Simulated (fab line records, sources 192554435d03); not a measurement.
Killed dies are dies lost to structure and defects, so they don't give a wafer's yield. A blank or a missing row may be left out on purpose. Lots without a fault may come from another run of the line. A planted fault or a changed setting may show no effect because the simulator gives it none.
Tool commonality check | flow n5_finfet | 8 lots, 21 wafers sampled

WHY IT WAS OPENED
At N5_BEOL_M0_OCD_MEAS_108 the reading trench_depth_nm is flagged on 2 of 8 lots. Wafers without a fault read 32.6 nm, standard deviation 0.74.
Rule: a lot is flagged when every wafer of it that has a number lies more than 4 standard deviations from that mean, or none has a number. The other lots count as sound.

lot  | measured     | on     | trench_depth_nm (nm), wafer by wafer | flag
L884 | day 7 03:31  | ocd-01 | 31.9 32.5 32.2                       |
L897 | day 9 18:17  | ocd-02 | 0.1 0 0.2                            | FLAGGED
L898 | day 9 23:20  | ocd-01 | 0 0 0                                | FLAGGED
L901 | day 11 01:26 | ocd-01 | 33.3 32.0                            |
L902 | day 11 10:29 | ocd-01 | 32.4 33.0                            |
L903 | day 11 13:10 | ocd-02 | 32.2 32.1 32.4                       |
L904 | day 11 18:14 | ocd-01 | 31.3 31.8 33.1                       |
L905 | day 11 22:22 | ocd-01 | 33.1 33.6                            |
The numbers of the flagged lots are 0.1 nm on average: -32.6 nm against the usual, or -44 standard deviations.

WHICH TOOL RAN EACH LOT
The record holds 4 process steps before the reading, out of a route of 1938 steps. In each cell: the tool, then ch and the chambers that the sampled wafers went through, then the start.
lot  | flag    | N5_BEOL_M0_CUTY_ETCH_62           | N5_BEOL_M0_ETCH_138               | N5_BEOL_M0_ETCH_128                | N5_BEOL_M0_TRENCH_ETCH_107
L884 |         | rie_diel-06 ch 0,1,3, day 6 04:12 | rie_diel-06 ch 0,1,3, day 6 04:22 | rie_diel-03 ch 2,3, day 7 03:22    | rie_diel-03 ch 2,3, day 7 03:25
L897 | FLAGGED | rie_diel-06 ch 0,2, day 9 16:58   | rie_diel-06 ch 0,2, day 9 17:08   | rie_diel-02 ch 0,3, day 9 18:08    | rie_diel-02 ch 0,3, day 9 18:10
L898 | FLAGGED | rie_diel-03 ch 1,2, day 9 20:23   | rie_diel-03 ch 1,2, day 9 20:34   | rie_diel-02 ch 0,1,2, day 9 23:11  | rie_diel-02 ch 0,1,2, day 9 23:14
L901 |         | rie_diel-03 ch 1,2, day 10 12:20  | rie_diel-03 ch 1,2, day 10 12:30  | rie_diel-03 ch 1,3, day 11 01:17   | rie_diel-03 ch 1,3, day 11 01:20
L902 |         | rie_diel-06 ch 0,2, day 11 06:19  | rie_diel-06 ch 0,2, day 11 06:29  | rie_diel-06 ch 0,2, day 11 10:20   | rie_diel-06 ch 0,2, day 11 10:23
L903 |         | rie_diel-03 ch 0,3, day 11 11:22  | rie_diel-03 ch 0,3, day 11 11:32  | rie_diel-06 ch 1,2,3, day 11 13:01 | rie_diel-06 ch 1,2,3, day 11 13:04
L904 |         | rie_diel-03 ch 1,3, day 11 14:05  | rie_diel-03 ch 1,3, day 11 14:15  | rie_diel-02 ch 0,1,3, day 11 18:05 | rie_diel-02 ch 0,1,3, day 11 18:08
L905 |         | rie_diel-03 ch 1,2, day 11 20:38  | rie_diel-03 ch 1,2, day 11 20:48  | rie_diel-03 ch 0,1, day 11 22:13   | rie_diel-03 ch 0,1, day 11 22:16
What these steps do:
- N5_BEOL_M0_CUTY_ETCH_62: etches SiARC in CF4, time 58.5 s.
- N5_BEOL_M0_ETCH_138: etches SiCN in CH3F/O2, target depth 12 nm, time 31.6 s.
- N5_BEOL_M0_ETCH_128: etches SiCN in CF4/N2, target depth 12 nm, overetch 5.1 nm, time 21.4 s.
- N5_BEOL_M0_TRENCH_ETCH_107: etches SiOC in C4F6/O2, target depth 32.8 nm, time 16.4 s.
- N5_BEOL_M0_OCD_MEAS_108

FLAGGED OVER TOTAL, TOOL BY TOOL (the gauges that took the reading come last)
step                       | tool        | lots run | flagged | share of the flagged lots | sound lots run after its first flagged lot
N5_BEOL_M0_CUTY_ETCH_62    | rie_diel-03 | 5        | 1       | some                      | 4 (L901,L903,L904,L905)
N5_BEOL_M0_CUTY_ETCH_62    | rie_diel-06 | 3        | 1       | some                      | 1 (L902)
N5_BEOL_M0_ETCH_138        | rie_diel-03 | 5        | 1       | some                      | 4 (L901,L903,L904,L905)
N5_BEOL_M0_ETCH_138        | rie_diel-06 | 3        | 1       | some                      | 1 (L902)
N5_BEOL_M0_ETCH_128        | rie_diel-02 | 3        | 2       | all                       | 1 (L904)
N5_BEOL_M0_ETCH_128        | rie_diel-03 | 3        | 0       | none                      | -
N5_BEOL_M0_ETCH_128        | rie_diel-06 | 2        | 0       | none                      | -
N5_BEOL_M0_TRENCH_ETCH_107 | rie_diel-02 | 3        | 2       | all                       | 1 (L904)
N5_BEOL_M0_TRENCH_ETCH_107 | rie_diel-03 | 3        | 0       | none                      | -
N5_BEOL_M0_TRENCH_ETCH_107 | rie_diel-06 | 2        | 0       | none                      | -
N5_BEOL_M0_OCD_MEAS_108    | ocd-01      | 6        | 1       | some                      | 4 (L901,L902,L904,L905)
N5_BEOL_M0_OCD_MEAS_108    | ocd-02      | 2        | 1       | some                      | 1 (L903)

WHAT THE TABLE ALLOWS
2 rows of the table ran every flagged lot: rie_diel-02 at N5_BEOL_M0_ETCH_128, rie_diel-02 at N5_BEOL_M0_TRENCH_ETCH_107.
- rie_diel-02 at N5_BEOL_M0_ETCH_128: 2 of its 3 lots flagged. Sound lots ran on it after the first flagged one (L904), which a lasting fault on the whole tool wouldn't allow.
- rie_diel-02 at N5_BEOL_M0_TRENCH_ETCH_107: 2 of its 3 lots flagged. Sound lots ran on it after the first flagged one (L904), which a lasting fault on the whole tool wouldn't allow.
No row of the table ran every flagged lot and no sound lot after the first.

WHAT THE SIMULATOR HAD PUT IN
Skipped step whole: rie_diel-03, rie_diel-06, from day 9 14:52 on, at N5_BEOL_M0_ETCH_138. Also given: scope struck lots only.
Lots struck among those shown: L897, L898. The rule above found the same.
